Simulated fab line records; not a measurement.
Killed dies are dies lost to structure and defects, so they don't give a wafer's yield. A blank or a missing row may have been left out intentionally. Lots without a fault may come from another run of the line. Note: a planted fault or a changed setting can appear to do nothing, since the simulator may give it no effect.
fab line records ; flow nand-harc
record lots=11; wafers=33; last-day=33
route steps=1302 shown A_BONDPAD@1223 THIN_TSV@1268 END@1302
lots that met no fault: from a run of the same line without faults
start-h: hours from the record's opening day to when the first of the lot's shown wafers began ; wait-h: hours since the lot's step before ; " unchanged from the row above ; L1.1+2: one row covering several wafers at once ; - no value present, or no start provided ; * or withheld: withheld ; < > ~ a bound
route shown NAME@n: a module of which the file shows steps, and the number in the route of the first ; usual: average and standard deviation across the fault-free wafers ; same: alike in all rows ; chamber/n: place in a boat ; sites: per-site readings ; _std_site: standard deviation of those values ; _edge_site: mean of outer sites minus mean of inner sites ; radius-mm: for every site, how far away it sits from the centre of the wafer ; mask NAME#n: copy n ; behind: the tool/chamber that last shaped the wafer ; hold: reason for holding the lot/hours on hold/outcome of the hold ; device: which transistor (n, p or np) failed to switch ; end of line: the route-end tests of the same wafers ; where a step has no rows: the recipe by itself ; killed: count of dies lost to structure and defects at first sort (not the wafer's yield) ; map: per-die view of a wafer (x killed, . not killed, _ where there is no die)
set.NAME: setting as actually run; set.NAME@STEP: the setting as run at that earlier step ; model.NAME: the simulator's own value behind a step, which no gauge read
a sample of lots followed through the steps of the route, with each step as a table and each wafer as a row
services: from which hour (start-h, from the record's first day; less than 0 if before it) a tool's chamber was out of use, for how many hours, and why
## steps
# step NHARC_A_BONDPAD_ETCH_24
# recipe target-depth-a=300; over-etch-frac=0.3; time-s=72.99; ion-energy-ev=150; cf4-flow-sccm=50; n2-flow-sccm=100; ar-flow-sccm=150; rf-w=300; bias-w=100; chemistry=CF4/N2
# usual cf4-flow-sccm=50.03/0.14; drypump-motor-current-A=5.8/0.37; oes-product-au=1.000/0.0072; rf-vpp-V=313.7/2.2; showerhead-plenum-p-Torr=2.60/0.12; throttle-valve-pct=19.794/0.0096
lot.wafer;tool;chamber;start-h;wait-h;cf4-flow-sccm;drypump-motor-current-A;oes-product-au;rf-hours-counter-h;rf-vpp-V;showerhead-plenum-p-Torr;throttle-valve-pct
L804.1;rie-diel-06;3;-;-;49.89;5.5;1.001;1;311.2;2.47;19.802
L804.2;rie-diel-06;0;-;-;49.96;5.7;1.008;1;314.5;2.58;19.797
L804.5;rie-diel-06;1;-;-;49.99;5.7;1.006;-;318.1;2.80;19.794
L805.3;rie-diel-01;2;-;-;49.91;5.9;1.000;30;313.6;2.59;19.807
L805.1;rie-diel-01;0;-;-;50.01;6.0;0.997;28;316.3;2.78;19.786
L805.2;rie-diel-01;1;-;-;49.95;5.9;1.009;29;315.4;2.73;19.804
L814.4;rie-diel-06;2;-;-;50.14;6.6;1.006;3;311.5;2.49;19.812
L814.3;rie-diel-06;1;-;-;50.12;5.7;0.997;3;315.8;2.79;19.788
L814.5;rie-diel-06;2;-;-;50.03;6.6;1.005;-;313.2;2.49;19.793
L813.4;rie-diel-06;2;-;-;50.09;6.6;0.992;3;311.6;2.49;19.796
L813.2;rie-diel-06;3;-;-;50.30;5.5;1.003;4;311.4;2.47;19.815
L813.6;rie-diel-06;1;-;-;50.00;5.7;1.004;-;316.8;2.79;19.799
L816.1;rie-diel-06;1;-;-;50.02;5.8;0.997;4;316.8;2.79;19.794
L816.4;rie-diel-06;3;-;-;50.03;5.5;0.999;4;312.1;2.47;19.786
L816.5;rie-diel-06;1;-;-;49.94;5.8;0.995;-;317.0;2.79;19.790
L819.1;rie-diel-01;3;-;-;49.88;5.6;1.011;12;312.6;2.52;19.812
L819.4;rie-diel-01;2;-;-;50.18;5.9;1.005;9;313.2;2.59;19.795
L819.6;rie-diel-01;0;-;-;50.05;6.0;0.993;-;317.5;2.77;19.814
L818.2;rie-diel-01;2;-;-;50.12;5.9;0.998;9;313.5;2.59;19.792
L818.1;rie-diel-01;3;-;-;49.82;5.7;0.996;12;313.3;2.52;19.797
L818.4;rie-diel-01;0;-;-;50.01;6.0;0.988;12;315.5;2.77;19.778
L817.1;rie-diel-01;2;-;-;50.14;5.9;1.016;10;312.3;2.59;19.787
L817.4;rie-diel-01;3;-;-;50.22;5.7;1.007;13;313.2;2.52;19.781
L817.6;rie-diel-01;2;-;-;49.92;5.9;1.013;-;313.7;2.58;19.802
L822.4;rie-diel-06;2;-;-;50.17;6.6;1.008;1;313.4;2.49;19.787
L822.6;rie-diel-06;3;-;-;49.90;5.5;0.999;-;310.3;2.47;19.777
L822.5;rie-diel-06;0;-;-;50.03;5.8;1.014;-;314.0;2.58;19.804
L824.1;rie-diel-06;1;-;-;50.18;5.7;0.993;2;318.1;2.79;19.794
L824.4;rie-diel-06;2;-;-;50.08;6.6;0.992;1;312.5;2.49;19.795
L824.5;rie-diel-06;3;-;-;49.94;5.5;0.984;-;311.4;2.47;19.791
L826.2;rie-diel-01;2;-;-;50.10;5.9;0.994;2;313.3;2.58;19.795
L826.4;rie-diel-01;3;-;-;50.04;5.7;0.997;2;310.9;2.51;19.790
L826.6;rie-diel-01;2;-;-;49.94;5.9;0.999;-;313.0;2.58;19.807
# step NHARC_A_BONDPAD_PVD_17
# recipe target-thk-a=50; bias-v=168.6; power-w=15000; chamber-pressure-pa=0.12; time-s=8.06; substrate-temp-c=50; material=TaN
# usual cathode-dc-power-W=15000/2.8; chamber-pressure-pa=0.11998/0.00022; throttle-valve-pct=29.9/0.8
lot.wafer;tool;chamber;start-h;wait-h;cathode-dc-power-W;chamber-pressure-pa;throttle-valve-pct
L804.2;pvd-sputter-02;-;-;-;14998;0.12;30.6
L804.1;pvd-sputter-02;-;-;-;15000;0.12033;30.7
L804.5;pvd-sputter-02;-;-;-;15000;0.11989;30.8
L805.2;pvd-sputter-02;-;-;-;15003;0.11938;29.1
L805.3;pvd-sputter-02;-;-;-;14999;0.12013;30.6
L805.1;pvd-sputter-02;-;-;-;14996;0.11997;30.9
L814.3;pvd-sputter-01;-;-;-;14999;0.11995;28.7
L814.4;pvd-sputter-01;-;-;-;14999;0.11992;29.0
L814.5;pvd-sputter-01;-;-;-;15000;0.12;28.9
L813.4;pvd-sputter-01;-;-;-;15004;0.11981;29.3
L813.2;pvd-sputter-01;-;-;-;14993;0.12014;29.5
L813.6;pvd-sputter-01;-;-;-;15001;0.12013;29.2
L816.1;pvd-sputter-02;-;-;-;15002;0.11975;29.9
L816.4;pvd-sputter-02;-;-;-;14998;0.12042;30.2
L816.5;pvd-sputter-02;-;-;-;15003;0.11976;29.7
L819.1;pvd-sputter-02;-;-;-;15002;0.11979;30.9
L819.4;pvd-sputter-02;-;-;-;15005;0.11984;29.5
L819.6;pvd-sputter-02;-;-;-;15002;0.11966;31.3
L818.2;pvd-sputter-02;-;-;-;14996;0.11964;31.2
L818.4;pvd-sputter-02;-;-;-;15003;0.12007;30.3
L818.1;pvd-sputter-02;-;-;-;14998;0.1199;29.6
L817.4;pvd-sputter-01;-;-;-;14999;0.12024;29.1
L817.1;pvd-sputter-01;-;-;-;15002;0.11995;29.3
L817.6;pvd-sputter-01;-;-;-;15001;0.12018;29.0
L822.4;pvd-sputter-01;-;-;-;14998;0.11988;29.3
L822.5;pvd-sputter-01;-;-;-;15002;0.12018;28.8
L822.6;pvd-sputter-01;-;-;-;14996;0.12032;29.4
L824.1;pvd-sputter-01;-;-;-;14999;0.12024;29.5
L824.4;pvd-sputter-01;-;-;-;14998;0.11971;29.2
L824.5;pvd-sputter-01;-;-;-;14999;0.1199;28.8
L826.2;pvd-sputter-01;-;-;-;15000;0.11987;29.5
L826.4;pvd-sputter-01;-;-;-;15001;0.12004;28.6
L826.6;pvd-sputter-01;-;-;-;15002;0.12011;29.2
# step NHARC_A_BONDPAD_ANNEAL_28
# recipe temp-c=225; time-s=90
# usual anneal-temp-c=225.01/0.19; wafer_temp_C_max=226.4/0.48
lot.wafer;tool;chamber;start-h;wait-h;anneal-temp-c;wafer_temp_C_max
L804.1;rtp-anneal-02;0;525.20;-;225.09;225.9
L804.2;rtp-anneal-02;0;525.20;-;225.23;225.8
L804.5;rtp-anneal-02;0;525.20;-;225.16;225.6
L805.1;rtp-anneal-02;0;548.52;-;225.14;226.0
L805.2;rtp-anneal-02;0;548.52;-;225.12;226.0
L805.3;rtp-anneal-02;0;548.52;-;224.97;226.2
L814.3;rtp-anneal-01;0;633.02;-;224.68;226.5
L814.4;rtp-anneal-01;0;633.02;-;225.06;226.6
L814.5;rtp-anneal-01;0;633.02;-;224.93;226.1
L813.2;rtp-anneal-01;0;635.64;-;224.95;226.8
L813.4;rtp-anneal-01;0;635.64;-;225.04;226.5
L813.6;rtp-anneal-01;0;635.64;-;225.08;226.7
L816.1;rtp-anneal-01;0;649.08;0.3;225.25;226.7
L816.4;rtp-anneal-01;0;649.08;0.3;225.04;226.8
L816.5;rtp-anneal-01;0;649.08;0.3;225.21;227.1
L819.1;rtp-anneal-01;0;665.97;0.3;224.99;226.4
L819.4;rtp-anneal-01;0;665.97;0.3;225.44;226.6
L819.6;rtp-anneal-01;0;665.97;0.3;224.94;227.0
L818.1;rtp-anneal-01;0;666.45;0.3;224.87;226.6
L818.2;rtp-anneal-01;0;666.45;0.3;224.71;226.8
L818.4;rtp-anneal-01;0;666.45;0.3;225.31;226.6
L817.1;rtp-anneal-02;0;672.30;0.3;225.09;225.5
L817.4;rtp-anneal-02;0;672.30;0.3;224.92;225.8
L817.6;rtp-anneal-02;0;672.30;0.3;224.85;226.0
L822.4;rtp-anneal-01;0;707.69;0.3;225.01;226.4
L822.5;rtp-anneal-01;0;707.69;0.3;224.69;226.7
L822.6;rtp-anneal-01;0;707.69;0.3;224.77;226.8
L824.1;rtp-anneal-02;0;735.06;0.3;224.64;225.6
L824.4;rtp-anneal-02;0;735.06;0.3;224.96;225.7
L824.5;rtp-anneal-02;0;735.06;0.3;225.04;225.7
L826.2;rtp-anneal-02;0;758.65;-;224.76;225.7
L826.4;rtp-anneal-02;0;758.65;-;224.95;225.6
L826.6;rtp-anneal-02;0;758.65;-;225.16;225.7
# step NHARC_THIN_TSV_ETCHBACK_48
# recipe target-depth-a=10285; over-etch-frac=0.3; time-s=405.17; ion-energy-ev=250; c4f8-flow-sccm=withheld; ar-flow-sccm=withheld; rf-w=600; bias-w=300; chemistry=C4F8/Ar
# usual oes-product-au=0.946/0.03; rf-vpp-V=546/3.2
lot.wafer;tool;chamber;start-h;wait-h;oes-product-au;rf-hours-counter-h;rf-vpp-V
L804.1;rie-diel-09;0;540.65;-;0.934;1.9;549
L804.2;rie-diel-09;1;540.65;-;0.928;1.9;545
L804.5;rie-diel-09;3;540.65;-;0.921;-;542
L805.3;rie-diel-09;3;564.17;-;0.993;2.7;540
L805.1;rie-diel-09;0;564.17;-;0.995;2.7;548
L805.2;rie-diel-09;1;564.17;-;0.964;2.6;544
L814.4;rie-diel-09;1;650.17;-;1.105;6.9;544
L814.3;rie-diel-09;2;650.17;-;0.920;4.9;544
L814.5;rie-diel-09;1;650.17;-;0.923;-;543
L813.2;rie-diel-09;1;651.38;-;1.122;7.2;544
L813.4;rie-diel-09;0;651.38;-;1.104;8.6;550
L813.6;rie-diel-09;1;651.38;-;0.927;-;543
L816.4;rie-diel-09;2;664.65;-;1.112;6.4;544
L816.1;rie-diel-09;3;664.65;-;0.930;9.5;542
L816.5;rie-diel-09;0;664.65;-;0.927;-;549
L819.1;rie-diel-08;1;681.57;-;0.924;8.3;541
L819.4;rie-diel-08;2;681.57;-;0.912;8.6;546
L819.6;rie-diel-08;3;681.57;-;0.930;-;546
L818.4;rie-diel-12;1;682.61;-;0.969;3.7;550
L818.1;rie-diel-12;2;682.61;-;0.951;1.9;548
L818.2;rie-diel-12;3;682.61;-;0.975;3.1;551
L817.1;rie-diel-08;0;688.46;-;0.919;10.0;548
L817.4;rie-diel-08;1;688.46;-;0.931;8.9;542
L817.6;rie-diel-08;0;688.46;-;0.925;-;547
L822.4;rie-diel-12;1;723.95;-;0.970;5.7;548
L822.5;rie-diel-12;3;723.95;-;0.953;-;551
L822.6;rie-diel-12;0;723.95;-;0.989;-;550
L824.1;rie-diel-12;2;758.01;-;0.926;5.7;550
L824.4;rie-diel-12;3;758.01;-;0.926;6.5;553
L824.5;rie-diel-12;2;758.01;-;0.932;-;547
L826.4;rie-diel-09;2;779.92;-;0.998;4.1;543
L826.2;rie-diel-09;0;779.92;-;0.994;4.2;550
L826.6;rie-diel-09;2;779.92;-;1.000;-;544
# step NHARC_END_SORT_01
# recipe temp-c=25
# usual defect-limited-yield=91.9/2.2; killed-at-array=50/14; killed-at-other=0.9/1; killed-at-periphery=3.9/2.5; killed-dies=55/15; killed-open=3.5/1.9; killed-short=2.5/1.7; sort_bin_2_pct=3.0/1.1; sort_bin_3_pct=0.6/0.33; sort_bin_4_pct=4.6/1.1; sort-n-pass=622/15; sort-rim-yield-pct=90/3.8; sort-yield-pct=91.9/2.2
# same gross-dies=677; sort_bin_5_pct[%]=0; sort_bin_6_pct[%]=0; sort_bin_7_pct[%]=0; sort_bin_8_pct[%]=0; sort-rim-n-gross=106.00
lot.wafer;tool;chamber;start-h;wait-h;defect-limited-yield[%];killed-at-array;killed-at-other;killed-at-periphery;killed-dies;killed-open;killed-short;sort_bin_2_pct[%];sort_bin_3_pct[%];sort_bin_4_pct[%];sort-n-pass;sort-rim-yield-pct[%];sort-yield-pct[%]
L805.1;prober-02;0;575.43;2.5;92.5;47;0;4;51;4;1;2.8;0.4;4.3;626;89;92.5
L805.2;prober-02;0;576.22;2.8;92.0;51;0;3;54;4;3;3.1;1.0;3.8;623;85;92.0
L805.3;prober-02;0;577.02;3.1;91.6;53;0;4;57;3;3;2.8;0.9;4.7;620;87;91.6
L813.2;prober-02;0;672.27;2.8;92.8;47;0;2;49;3;1;1.6;0.7;4.9;628;93;92.8
L813.4;prober-02;0;673.89;3.4;93.5;40;0;4;44;7;0;2.2;0.4;3.8;633;92;93.5
L813.6;prober-02;0;675.51;4.0;92.2;53;0;0;53;4;3;2.1;0.7;5.0;624;93;92.2
L822.4;prober-02;0;739.09;3.4;92.3;49;0;3;52;4;3;3.2;0.4;4.0;625;97;92.3
L822.5;prober-02;0;739.89;3.7;92.6;40;5;5;50;2;2;2.8;0.6;4.0;627;92;92.6
L822.6;prober-02;0;740.69;4.0;94.7;31;2;3;36;3;2;1.8;0.4;3.1;641;90;94.7
# killed by level:class
L805.1 A_SLIT:chamber-film-flake=19 A_CHANNEL_HOLE_D2:chamber-film-flake=11 A_ZERO_WELL:chamber-film-flake=6 P_GATE:chamber-film-flake=4 A_CHANNEL_HOLE_D1:chamber-film-flake=2 A_CONTACT:chamber-film-flake=2 A_CHANNEL_FILL_D1:geometric-particle:open=1 A_DECK1_JOINT:geometric-particle:short=1
L805.2 A_CHANNEL_HOLE_D2:chamber-film-flake=20 A_SLIT:chamber-film-flake=18 P_M0:geometric-particle:short=2 A_ZERO_WELL:chamber-film-flake=2 A_WL_FILL:chamber-film-flake=2 A_CONTACT:chamber-film-flake=2 A_ONON_D2:geometric-particle:open=1 A_ONON_D2:geometric-particle:short=1
L805.3 A_CHANNEL_HOLE_D2:chamber-film-flake=20 A_SLIT:chamber-film-flake=18 P_GATE:chamber-film-flake=3 A_ZERO_WELL:chamber-film-flake=3 A_CONTACT:chamber-film-flake=3 A_M0:geometric-particle:open=2 A_CHANNEL_HOLE_D1:chamber-film-flake=2 P_CONTACT:geometric-particle:open=1
L813.2 A_SLIT:chamber-film-flake=28 A_CHANNEL_HOLE_D2:chamber-film-flake=5 A_STAIRCASE:chamber-film-flake=5 A_CHANNEL_HOLE_D1:chamber-film-flake=3 A_CONTACT:chamber-film-flake=2 P_M0:geometric-particle:short=1 P_M1:geometric-particle:open=1 A_CHANNEL_FILL_D1:geometric-particle:open=1
L813.4 A_SLIT:chamber-film-flake=21 A_CHANNEL_HOLE_D2:chamber-film-flake=5 A_CHANNEL_HOLE_D1:chamber-film-flake=4 A_STAIRCASE:chamber-film-flake=3 P_M2:geometric-particle:open=2 A_DECK1_JOINT:chamber-film-flake=2 P_GATE:geometric-particle:open=1 P_CONTACT:geometric-particle:open=1
L813.6 A_SLIT:chamber-film-flake=26 A_CONTACT:chamber-film-flake=6 A_CHANNEL_HOLE_D1:chamber-film-flake=4 A_DECK1_JOINT:chamber-film-flake=3 A_CHANNEL_HOLE_D2:chamber-film-flake=3 A_WL_FILL:chamber-film-flake=3 A_WL_FILL:geometric-particle:short=2 A_M0:geometric-particle:open=2
L822.4 A_CHANNEL_HOLE_D1:chamber-film-flake=38 P_M0:chamber-film-flake=2 A_STAIRCASE:chamber-film-flake=2 P_M0:geometric-particle:open=1 A_ONON_D1:geometric-particle:short=1 A_CHANNEL_FILL_D1:geometric-particle:open=1 A_DECK1_JOINT:geometric-particle:short=1 A_WL_FILL:geometric-particle:open=1
L822.5 A_CHANNEL_HOLE_D1:chamber-film-flake=30 THIN_TSV:chamber-film-flake=5 A_SLIT:chamber-film-flake=3 P_CONTACT:chamber-film-flake=2 A_CONTACT:chamber-film-flake=2 P_GATE:geometric-particle:open=1 P_CONTACT:geometric-particle:open=1 A_CHANNEL_FILL_D1:geometric-particle:short=1
L822.6 A_CHANNEL_HOLE_D1:chamber-film-flake=20 A_SLIT:chamber-film-flake=5 A_STAIRCASE:chamber-film-flake=2 A_CHANNEL_HOLE_D1:geometric-particle:short=1 A_ONON_D2:geometric-particle:short=1 A_WL_FILL:geometric-particle:open=1 A_BLC:geometric-particle:open=1 P_CONTACT:chamber-film-flake=1
## services
tool;chamber;start-h;hours;kind
pvd-sputter-01;-;505.36;1.0;repair
pvd-sputter-02;-;506.44;4.9;repair
rie-diel-09;2;512.51;36.8;repair
rie-diel-01;2;532.67;6.3;repair
pvd-sputter-01;-;535.53;3.9;repair
rie-diel-09;-;543.34;0.5;repair
rie-diel-09;-;552.39;0.6;repair
rie-diel-09;1;556.03;7.7;repair
rie-diel-01;-;558.32;9.0;pm
pvd-sputter-01;-;561.97;14.3;repair
rie-diel-06;-;562.16;1.2;repair
rie-diel-06;3;564.80;5.1;repair
pvd-sputter-01;-;582.02;10.0;pm
rie-diel-01;-;619.30;36.6;repair
pvd-sputter-02;-;638.00;10.0;pm
rie-diel-06;-;661.20;9.0;pm
rie-diel-06;2;672.73;11.0;repair
rie-diel-09;-;674.10;9.0;pm
rie-diel-06;3;685.43;1.3;repair
rie-diel-09;1;689.60;4.8;repair
rie-diel-09;3;711.74;15.8;repair
pvd-sputter-02;-;735.21;0.7;repair
rie-diel-09;2;739.78;3.5;repair
pvd-sputter-01;-;760.02;10.0;pm
## key
first-sign step=NHARC_THIN_TSV_ETCHBACK_48; reading=oes-product-au; direction=up; sigmas=5.6; usual=0.946; struck=1.111
effect none on later readings
met-at NHARC_THIN_TSV_ETCHBACK_48
struck-lots L813,L814,L816
struck-wafers L813.2,L813.4,L814.4,L816.4
not-acting-at NHARC_A_BONDPAD_ETCH_24,NHARC_A_BONDPAD_PVD_17,NHARC_A_BONDPAD_ANNEAL_28
onset-between 564.17 650.17
fault kind=process-parameter-drift; tool=rie-diel-09; chamber=-; onset-h=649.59; steps=NHARC_THIN_TSV_ETCHBACK_48; channel=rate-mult; offset=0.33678; shape=step; end-h=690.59; scope=struck-wafers-only
